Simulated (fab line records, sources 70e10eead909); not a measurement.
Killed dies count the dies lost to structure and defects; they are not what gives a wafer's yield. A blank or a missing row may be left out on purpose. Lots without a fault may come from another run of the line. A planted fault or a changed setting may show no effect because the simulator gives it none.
Chamber matching -- flow nandHarc -- NHARC_A_STAIRCASE_TRIM_12 on rieDiel-06 has 4 sister chambers
The step chemistry O2, time 211.2 s. 8 wafers are shown with their chamber, then 10 later ones without.

WAFERS, EACH WITH ITS CHAMBER
wafer,chamber,drypumpMotorCurrentA (A),oesProductAu (a.u.)
L079.1,2,5.5,1.007
L079.6,2,5.5,1.012
L083.5,0,6.4,0.980
L091.1,3,6.0,1.024
L091.3,0,6.5,0.994
L091.4,1,6.0,1.008
L093.1,3,6.0,1.014
L093.3,1,6.0,1.009

WAFERS WHOSE CHAMBER IS MISSING
wafer,drypumpMotorCurrentA (A),oesProductAu (a.u.)
L093.4,5.5,1.023
L094.1,6.5,0.986
L094.2,6.0,1.013
L094.4,5.5,1.012
L096.1,6.5,0.984
L096.2,5.5,1.003
L096.6,6.0,0.997
L095.3,6.0,1.017
L095.4,6.5,0.996
L095.6,6.4,0.995

CHAMBER TAKEN BY EACH
wafer,from the rows above,in truth
L093.4,2,2
L094.1,0,0
L094.2,can't be placed: 1 or 3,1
L094.4,2,2
L096.1,0,0
L096.2,2,2
L096.6,can't be placed: 1 or 3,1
L095.3,can't be placed: 3 or 1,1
L095.4,0,0
L095.6,0,0
Correctly placed: 7 of 10. These rows do not allow placing 3 (true chamber among the candidates in 3). 0 placed wrongly.
How it was worked out, from the rows above alone: a wafer's distance from a chamber is the root of the sum, over the readings, of the square of ((its reading less the chamber's mean) divided by the reading's scatter). If the next closest chamber is less than 2 further off than the closest, the wafer can't be placed; otherwise it belongs to the closest. Each chamber's mean is taken over the wafers shown for it. The scatter: take each reading less its chamber's mean, square it, sum over the shown wafers, divide by the number of wafers less the number of chambers, and take the root.
